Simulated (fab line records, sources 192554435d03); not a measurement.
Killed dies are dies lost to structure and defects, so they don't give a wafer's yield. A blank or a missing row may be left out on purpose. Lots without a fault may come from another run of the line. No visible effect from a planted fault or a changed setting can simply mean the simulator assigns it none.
A struck lot beside a sound one + flow n5_finfet + 37 out of 1938 route steps
Sound: the wafers L507.1, L507.4, L507.5. Wafers L500.3, L500.4, L500.6 were the ones struck. At the end, the cause is stated.
Per side, at each step with rows, come the tool, then ch with its chambers, and then its first start. Under that, the readings that differ: sound wafers + struck wafers + difference of the means + sigmas: that difference in standard deviations of wafers without a fault.
alike: readings whose means differ by less than 2 such deviations, and words and numbers that are the same on both sides. not compared: withheld readings, readings that some wafer has no value for, bounds like >300 that may hide the same value, and numbers for which the record gives no deviation and whose values overlap.
Wherever a step has rows on one side only, a row that says differs or no value, or a row with sigmas, the two part there. Non-overlapping numbers with no deviation appear without sigmas and do not part them. A reading that every wafer of one side lacks parts them only if that side has two wafers or more.

first, 9 steps without rows for these wafers: N5_BEOL_M1_DEVELOP_10 (develop time 30 s); N5_BEOL_M1_DESCUM_16 (chemistry O2, time 7 s); N5_BEOL_M1_ETCH_74 (etches underlayer in N2/H2, target depth 6.5 nm, time 5.2 s); N5_BEOL_M1_ETCH_63 (etches SiARC in CF4, target depth 15.6 nm, time 26 s); N5_BEOL_M1_ETCH_64 (etches SOC in N2/H2, target depth 75 nm, overetch 15 nm, time 112.5 s); N5_BEOL_M1_STRIP_65 (strips in N2/H2); N5_BEOL_M1_STRIP_75 (strips in N2/H2); N5_BEOL_M1_STRIP_66 (strips in CF4); N5_BEOL_M1_HM_OPEN_17 (chemistry Cl2/BCl3, target TiN, target depth 20 nm, overetch 6 nm).
N5_BEOL_M1_STRIP_19: strips in O2.
  sound on rie_diel-04 ch 1,2, day 9 16:35; struck on rie_diel-03 ch 0,1,2, day 8 03:26
  no value came back on the struck wafers for any of 7 readings (bias_power_w (W), chamber_pressure_mTorr (mTorr) and others); on the sound wafers bias_power_w (W) reads 0 0 0
| reading                                  | sound | struck     | difference | sigmas |
|------------------------------------------|-------|------------|------------|--------|
| model.SOC_of_BEOL_M1_COAT_61.thk_nm (nm) | 0 0 0 | 52 52.4 52 | +52        |        |
  not compared: rf_hours_counter_h
then, 14 steps without rows for these wafers: N5_BEOL_M1_COAT_67 (time 60 s, resist thk 60 nm); N5_BEOL_M1_COAT_68 (time 60 s, resist thk 12 nm); N5_BEOL_M1_COAT_76 (time 60 s, resist thk 5 nm); N5_BEOL_M1_COAT_22 (resist thk 30 nm); N5_BEOL_M1_EBR_24; N5_BEOL_M1_SOFTBAKE_23 (time 60 s); N5_BEOL_M1_EXPOSE_25 (exposes mask V0, defocus 5 nm, target cd 24 nm); N5_BEOL_M1_PEB_26 (peb time 60 s); N5_BEOL_M1_DEVELOP_27 (develop time 30 s); N5_BEOL_M1_DESCUM_33 (chemistry O2, time 7 s); N5_BEOL_M1_ETCH_77 (etches underlayer in N2/H2, target depth 6.5 nm, time 5.2 s); N5_BEOL_M1_ETCH_69 (etches SiARC in CF4, target depth 15.6 nm, time 26 s); N5_BEOL_M1_ALD_98 (deposits SiO2, target thk 2.5 nm, pulse time 1 s, co reactant pulse time 1 s); N5_BEOL_M1_ETCHBACK_99 (etches SiO2 in CHF3, target depth 5 nm, time 10.4 s).
N5_BEOL_M1_ETCH_70: etches SOC in N2/H2, target depth 80 nm, overetch 16 nm, time 120 s.
  sound on rie_diel-02 ch 1,3, day 9 19:42; struck on rie_diel-02 ch 1,2, day 8 07:15
| reading                     | sound             | struck            | difference | sigmas |
|-----------------------------|-------------------|-------------------|------------|--------|
| drypump_motor_current_A (A) | 6.6 6.6 6.6       | 4.7 6.6 4.7       | -1.3       | -2     |
| oes_product_au (a.u.)       | 0.53 0.65 0.53    | 1.00 0.69 1.01    | +0.33      | +6     |
| model.etch.depth_nm (nm)    | 59.97 59.97 60.05 | 99.07 93.34 99.69 | +37.37     |        |
  alike: h2_flow_sccm, rf_vpp_V, showerhead_plenum_p_Torr, throttle_valve_pct
  not compared: rf_hours_counter_h
then, 6 steps without rows for these wafers: N5_BEOL_M1_STRIP_71 (strips in N2/H2); N5_BEOL_M1_STRIP_78 (strips in N2/H2); N5_BEOL_M1_VIA_ETCH_34 (etches the open film in C4F6/O2, target depth 67.8 nm, time 64.4 s); N5_BEOL_M1_STRIP_83 (strips in C4F6/O2); N5_BEOL_M1_STRIP_36 (strips in N2/H2); N5_BEOL_M1_TRENCH_ETCH_37 (etches SiOC in C4F6/O2, target depth 55.207 nm, time 29 s).
N5_BEOL_M1_ETCH_41: etches SiCN in CH3F/O2, target depth 31.9 nm, time 57.8 s.
  sound on rie_diel-02 ch 1,3; struck on rie_diel-02 ch 1,2
| reading                                  | sound       | struck         | difference | sigmas |
|------------------------------------------|-------------|----------------|------------|--------|
| drypump_motor_current_A (A)              | 6.5 6.6 6.6 | 4.7 6.6 4.6    | -1.3       | -2     |
| model.SOC_of_BEOL_M1_COAT_61.thk_nm (nm) | 0 0 0       | 33.8 34.6 33.6 | +34.0      |        |
  alike: oes_product_au, rf_vpp_V, showerhead_plenum_p_Torr, throttle_valve_pct
  not compared: rf_hours_counter_h
then, 2 steps without rows for these wafers: N5_BEOL_M1_STRIP_97 (strips in N2/H2, time 10 s); N5_BEOL_M1_HM_STRIP_39 (strips TiN in peroxide tin strip, target depth 25 nm, time 158 s).
N5_BEOL_M1_CD_MEAS_35: target cd 18 nm, target cd y 21 nm.
  sound on cd_sem-02, day 9 20:13; struck on cd_sem-03, day 8 07:46
  not compared: cd_nm
N5_BEOL_M4_RC_MEAS_101:
  the record has rows for the sound wafers here (prober-02 ch 0, day 11 17:36) and none for the struck ones
-- the record jumps here: 7 days lie between the struck wafers' starts before and after (it left off in module BEOL_M4 and takes up again in module PASSIVATION, whose first step shown is number 1936 of the route) --
N5_PASSIVATION_PROBE_49:
  sound on prober-01, day 16 18:23; struck on prober-02, day 15 04:38
| reading                  | sound          | struck         | difference | sigmas |
|--------------------------|----------------|----------------|------------|--------|
| defect_limited_yield (%) | 93.5 92.0 92.9 | 0 0 0          | -93        | -66    |
| killed_at_M0_to_M3       | 27 29 30       | 1127 1091 1108 | +1080      | +98    |
| killed_dies              | 77 94 84       | 1180 1180 1180 | +1095      | +64    |
| killed_on_rim            | 7 7 14         | 152 152 152    | +143       | +34    |
| sort_bin_5_function (%)  | 3.4 4.5 4.1    | 96.4 94.8 95.5 | +91.6      | +93    |
| sort_n_pass              | 1103 1085 1096 | 0 0 0          | -1095      | -52    |
| sort_yield_pct (%)       | 93.5 91.9 92.9 | 0 0 0          | -93        | -55    |
  alike: killed_at_M4_up, killed_at_contacts, killed_at_front_end, killed_at_other, killed_open, killed_short, sort_bin_6_memory, sort_bin_8_speed

WHERE THEY PART
Earliest at N5_BEOL_M1_STRIP_19; latest, in this record, at N5_PASSIVATION_PROBE_49.

WHY: what had been put in by the simulator
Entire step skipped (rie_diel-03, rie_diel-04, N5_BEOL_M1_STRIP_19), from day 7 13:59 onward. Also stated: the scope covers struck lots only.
